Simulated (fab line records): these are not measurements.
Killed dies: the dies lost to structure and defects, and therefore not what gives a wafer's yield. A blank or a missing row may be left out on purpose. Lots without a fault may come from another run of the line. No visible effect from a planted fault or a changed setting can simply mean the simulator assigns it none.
Split-lot study -- flow n5Finfet -- route with 1938 steps; 7 lots, 21 wafers read

THE SPLIT ITSELF
At N5_BEOL_M5_ILD_DEP_00 (deposits SiCOH lowk from DEMS/porogen, target thk 140.64 nm, time 25.9 s), the setting timeS was moved away from the recipe's 25.9 s on 6 of the 21 wafers read, by -5.3% to +14.7%. All remaining wafers had this setting at the recipe value.

BETWEEN THE SPLIT AND THE READING: the file shows 1 step in between
- N5_BEOL_M5_CURE_79: cures SiCOH lowk, time 240 s

THE READING
M5_ILD_THK, in nm, at N5_BEOL_M5_THK_MEAS_01. Fault-free wafers of this fab line usually give 120.6 nm, standard deviation 1.5 nm.

wafer,"tool, chamber at the split","timeS as run, s",against the recipe,"M5_ILD_THK, nm",against lot-mates on the recipe
L075.1,"pecvd-03, 0",25.9,recipe,121.8,-
L075.2,"pecvd-03, 2",25.9,recipe,120.2,-
L075.4,"pecvd-03, 0",29.62,+14.4%,140.5,+19.5
L084.4,"pecvd-04, 2",25.9,recipe,121.8,-
L084.5,"pecvd-04, 1",24.52,-5.3%,114.8,-7.0
L084.6,"pecvd-04, 0",24.52,-5.3%,114.3,-7.5
L085.1,"pecvd-01, 0",25.9,recipe,119.2,-
L085.3,"pecvd-01, 2",25.9,recipe,121.3,-
L085.4,"pecvd-01, 1",25.9,recipe,122.1,-
L089.1,"pecvd-01, 0",25.9,recipe,121.1,-
L089.4,"pecvd-01, 2",25.9,recipe,122.4,-
L089.5,"pecvd-01, 0",25.9,recipe,122.5,-
L090.1,"pecvd-03, 1",29.7,+14.7%,136.3,+16.2
L090.2,"pecvd-03, 0,2",25.9,recipe,120.2,-
L090.3,"pecvd-03, 0,2",25.9,recipe,120.1,-
L091.1,"pecvd-01, 2",25.9,recipe,119.7,-
L091.2,"pecvd-01, 0",25.9,recipe,120.0,-
L091.6,"pecvd-01, 2",25.9,recipe,120.2,-
L097.2,"pecvd-01, 2",28.49,+10.0%,131.3,+9.5
L097.3,"pecvd-01, 0",28.49,+10.0%,131.8,+10.0
L097.4,"pecvd-01, 0",25.9,recipe,121.8,-
When a row names more than one chamber, that row covers several wafers, and the file does not tell which wafer ran in which chamber.

THE FIT
A straight line over all 21 wafers: M5_ILD_THK changes by +1.16 nm for each +1% of timeS; r = +0.98; the points scatter about the line by 1.2 nm.
The same after taking each lot's own level away (the mean of its wafers on the recipe; 21 wafers): +1.18 nm for each +1%; r = +0.99; scatter 1.1 nm.
Per that fit: largest timeS move, reading shift of 17 nm.
Across the lots, their own levels run from 119.97 to 122.00 nm, a range of 1.4 times the standard deviation given above.
So the lot-to-lot level changes the slope little: the two slopes agree.
Check: for one of the wafers moved furthest among these (+14.7%), held out of the fit, the line's prediction against its lot-mates is +17.4 nm. Against them it came out at +16.2 nm.

FURTHER SPLITS ON THESE WAFERS
These wafers also went through other splits before the reading. Each is held against what the fit with the lots' levels taken away leaves over:
other split on the same wafers,wafers away from the commonest value,r with M5_ILD_THK (lot level and that fit taken away)
N5_BEOL_M4_VIA_ETCH_34 sourceW,9,-0.03
N5_BEOL_M4_TRENCH_ETCH_37 timeS,7,-0.27

THE WHOLE CHAIN: every reading that the file lists as answering this split, in the file's order
step,what it does,reading,change (the file's fit),r (the file's)
N5_BEOL_M5_ILD_DEP_00,"deposits SiCOH lowk from DEMS/porogen, target thk 140.64 nm, time 25.9 s","SiCOH_lowk_of_BEOL_M5_ILD_DEP_00.thkNm (the simulator's own value, which no gauge read)",+1.38 nm for each +1% of the setting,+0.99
N5_BEOL_M5_CURE_79,"cures SiCOH lowk, time 240 s","SiCOH_lowk_of_BEOL_M5_ILD_DEP_00.thkNm (the simulator's own value, which no gauge read)",+1.19 nm for each +1% of the setting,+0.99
N5_BEOL_M5_THK_MEAS_01,,M5_ILD_THK,+1.19 for each +1% of the setting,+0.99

THE FILE'S OWN FIT
M5_ILD_THK changes by +1.19 nm for each +1% of timeS, r = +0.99.
